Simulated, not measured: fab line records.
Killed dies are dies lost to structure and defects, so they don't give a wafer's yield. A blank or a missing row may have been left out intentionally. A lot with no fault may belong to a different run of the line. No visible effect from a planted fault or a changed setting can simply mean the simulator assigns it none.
The tool behind it: which one? -- flow n5 finfet -- 15 lots with 45 wafers sampled at 5 steps, on a route of 1938 steps

WHAT THE GAUGES SHOWED, per wafer
N5_BEOL_M9_THK_MEAS_01.
lot,measured,on,M9_ILD_THK (nm)
L754,day 10 16:44,film metro-02,262 267 263
L755,day 10 17:19,film metro-02,269 277 275
L756,day 11 01:01,film metro-02,259 262 264
L758,day 11 15:46,film metro-01,265 279 269
L757,day 12 00:10,film metro-02,269 278 270
L759,day 12 15:14,film metro-02,269 269 267
L761,day 12 19:43,film metro-02,262 269 269
L765,day 14 20:02,film metro-01,266 264 272
L768,day 15 06:05,film metro-01,270 268 271
L766,day 15 07:31,film metro-01,265 267 266
L772,day 15 14:38,film metro-01,263 266 264
L774,day 16 05:15,film metro-01,270 266 265
L775,day 16 12:32,film metro-02,267 264 269
L776,day 16 14:02,film metro-01,263 264 270
L777,day 17 16:43,film metro-02,261 266 273

N5_BEOL_M9_CD_MEAS_18: pitch 140 nm, target cd 70 nm.
lot,measured,on,cd nm (nm)
L754,day 10 18:21,cd sem-03,71.3 70.9 70.1
L755,day 10 19:03,cd sem-03,70.8 70.0 70.4
L756,day 11 02:15,cd sem-02,70.2 69.4 70.5
L758,day 11 17:38,cd sem-01,70.2 70.3 70.8
L757,day 12 01:28,cd sem-02,69.9 69.6 69.5
L759,day 12 17:14,cd sem-02,69.8 70.3 69.9
L761,day 12 20:52,cd sem-01,70.3 69.4 71.2
L765,day 15 00:47,cd sem-02,- - -
L768,day 15 08:00,cd sem-02,- - -
L766,day 15 09:58,cd sem-02,- - -
L772,day 15 16:07,cd sem-03,71.3 71.6 70.4
L774,day 16 08:50,cd sem-01,70.5 70.9 71.3
L775,day 16 15:45,cd sem-01,70.1 69.9 70.4
L776,day 16 15:58,cd sem-02,69.9 70.0 70.3
L777,day 17 21:10,cd sem-01,70.2 70.6 70.0

EACH LOT AND THE TOOL THAT RAN IT (in order: tool; ch and the chambers of the sampled wafers; start)
lot,N5_BEOL_M8_ANNEAL_51,N5_BEOL_M9_HM_DEP_02,N5_BEOL_M9_HM_OPEN_17
L754,"rtp anneal-01 ch 0, day 10 15:23","pvd sputter-02, day 10 17:19","rie metal-02 ch 0,1, day 10 18:03"
L755,"rtp anneal-02 ch 0, day 10 15:30","pvd sputter-02, day 10 18:08","rie metal-03 ch 0, day 10 18:52"
L756,"rtp anneal-02 ch 0, day 10 23:14","pvd sputter-02, day 11 01:12","rie metal-03 ch 0,1, day 11 02:05"
L758,"rtp anneal-02 ch 0, day 11 14:23","pvd sputter-02, day 11 16:43","rie metal-02 ch 0,1, day 11 17:28"
L757,"rtp anneal-02 ch 0, day 11 22:47","pvd sputter-02, day 12 00:25","rie metal-03 ch 0,1, day 12 01:16"
L759,"rtp anneal-01 ch 0, day 12 13:47","pvd sputter-01, day 12 16:13","rie metal-03 ch 0,1, day 12 17:04"
L761,"rtp anneal-01 ch 0, day 12 18:20","pvd sputter-03, day 12 19:49","rie metal-03 ch 0,1, day 12 20:41"
L765,"rtp anneal-02 ch 0, day 14 18:44","pvd sputter-01, day 14 23:23","rie metal-01 ch 0,1, day 15 00:31"
L768,"rtp anneal-02 ch 0, day 15 04:33","pvd sputter-01, day 15 06:58","rie metal-02 ch 0, day 15 07:49"
L766,"rtp anneal-01 ch 0, day 15 06:11","pvd sputter-03, day 15 08:55","rie metal-02 ch 0,1, day 15 09:47"
L772,"rtp anneal-02 ch 0, day 15 12:21","pvd sputter-03, day 15 15:05","rie metal-01 ch 0,1, day 15 15:58"
L774,"rtp anneal-02 ch 0, day 16 03:49","pvd sputter-01, day 16 07:47","rie metal-01 ch 0,1, day 16 08:39"
L775,"rtp anneal-02 ch 0, day 16 10:44","pvd sputter-02, day 16 14:41","rie metal-01 ch 1, day 16 15:32"
L776,"rtp anneal-02 ch 0, day 16 12:37","pvd sputter-03, day 16 14:50","rie metal-02 ch 0,1, day 16 15:47"
L777,"rtp anneal-02 ch 0, day 17 15:19","pvd sputter-01, day 17 20:08","rie metal-01 ch 0,1, day 17 20:59"
- N5_BEOL_M8_ANNEAL_51: time 90 s.
- N5_BEOL_M9_HM_DEP_02: deposits TiN, target thk 20 nm.
- N5_BEOL_M9_HM_OPEN_17: chemistry Cl2/BCl3, target TiN, target depth 20 nm, overetch 6 nm.

AS READ BY THE TOOLS THEMSELVES (means over the sampled wafers that have a number; for cases with no such wafer, the mark the record gives instead)
N5_BEOL_M8_ANNEAL_51.
lot,tool,anneal temp c (C),wafer_temp_C_max
L754,rtp anneal-01,224.88,226.3
L755,rtp anneal-02,225.12,226.2
L756,rtp anneal-02,224.64,226.7
L758,rtp anneal-02,224.90,226.5
L757,rtp anneal-02,225.35,226.6
L759,rtp anneal-01,224.93,225.8
L761,rtp anneal-01,224.97,226.2
L765,rtp anneal-02,224.98,226.8
L768,rtp anneal-02,224.85,226.8
L766,rtp anneal-01,224.96,225.8
L772,rtp anneal-02,224.97,226.3
L774,rtp anneal-02,224.76,226.5
L775,rtp anneal-02,224.85,226.7
L776,rtp anneal-02,225.11,227.0
L777,rtp anneal-02,225.02,226.3

N5_BEOL_M9_HM_DEP_02.
lot,tool,throttle valve pct (%)
L754,pvd sputter-02,29.8
L755,pvd sputter-02,29.8
L756,pvd sputter-02,29.8
L758,pvd sputter-02,29.4
L757,pvd sputter-02,30.0
L759,pvd sputter-01,29.5
L761,pvd sputter-03,30.0
L765,pvd sputter-01,30.8
L768,pvd sputter-01,29.5
L766,pvd sputter-03,29.7
L772,pvd sputter-03,29.8
L774,pvd sputter-01,30.4
L775,pvd sputter-02,29.6
L776,pvd sputter-03,29.4
L777,pvd sputter-01,29.6

N5_BEOL_M9_HM_OPEN_17.
lot,tool,bcl3 flow sccm (sccm),bias w (W),drypump motor current A (A),oes product au (a.u.),throttle valve pct (%)
L754,rie metal-02,21.70,125.9,5.9,0.66,22.26
L755,rie metal-03,21.74,126.0,5.7,0.76,21.87
L756,rie metal-03,21.80,125.9,6.1,0.74,21.90
L758,rie metal-02,21.75,126.3,6.2,0.72,22.09
L757,rie metal-03,21.82,126.2,6.4,0.72,21.94
L759,rie metal-03,21.74,125.9,6.0,0.73,21.91
L761,rie metal-03,21.74,125.9,6.4,0.70,21.95
L765,rie metal-01,-,-,-,-,-
L768,rie metal-02,-,-,-,-,-
L766,rie metal-02,-,-,-,-,-
L772,rie metal-01,21.80,126.2,5.2,0.63,22.05
L774,rie metal-01,21.69,126.1,5.2,0.64,22.05
L775,rie metal-01,21.72,125.9,5.0,0.63,22.02
L776,rie metal-02,21.72,126.2,6.2,0.68,22.12
L777,rie metal-01,21.77,125.9,5.2,0.63,22.06

THE ANSWER, worked out from the rows above alone
Rule: the lots themselves supply what counts as usual. The widest of any qualifying gaps counts: lots, ordered by their means at a reading, are off when they make up no more than a third of the lots, leave a main group of 4 or more, and stand apart from it by 3 or more times the standard deviation of that group's means. The tables above print the reading to a certain number of digits; a main group whose means all agree to those digits is not used. A lot without any number at a reading at which 4 lots or more have one is off too. The other lots that the step has rows for count as sound. The gauges are gone through in route order, then the tools' own readings, and for those a lot's mean is taken as printed above. At the first step where some lot is off, the reading lying furthest off is the one used; lots without a number count as furthest.
Off: L765, L768, L766, at N5_BEOL_M9_CD_MEAS_18 (cd nm). Without a number there: L765, L768, L766. Mean 70.3 nm and standard deviation 0.4 in the main group.
A tool fits if, at a process step before that reading, it ran every lot that is off, and no sound lot after the first of them. The gauges at N5_BEOL_M9_CD_MEAS_18 aren't tried: what is off there is off at N5_BEOL_M9_HM_OPEN_17 too, on other tools, and a gauge's error can't cause that. Not one of the candidates tried fits.

WHAT THE SIMULATOR PUT IN
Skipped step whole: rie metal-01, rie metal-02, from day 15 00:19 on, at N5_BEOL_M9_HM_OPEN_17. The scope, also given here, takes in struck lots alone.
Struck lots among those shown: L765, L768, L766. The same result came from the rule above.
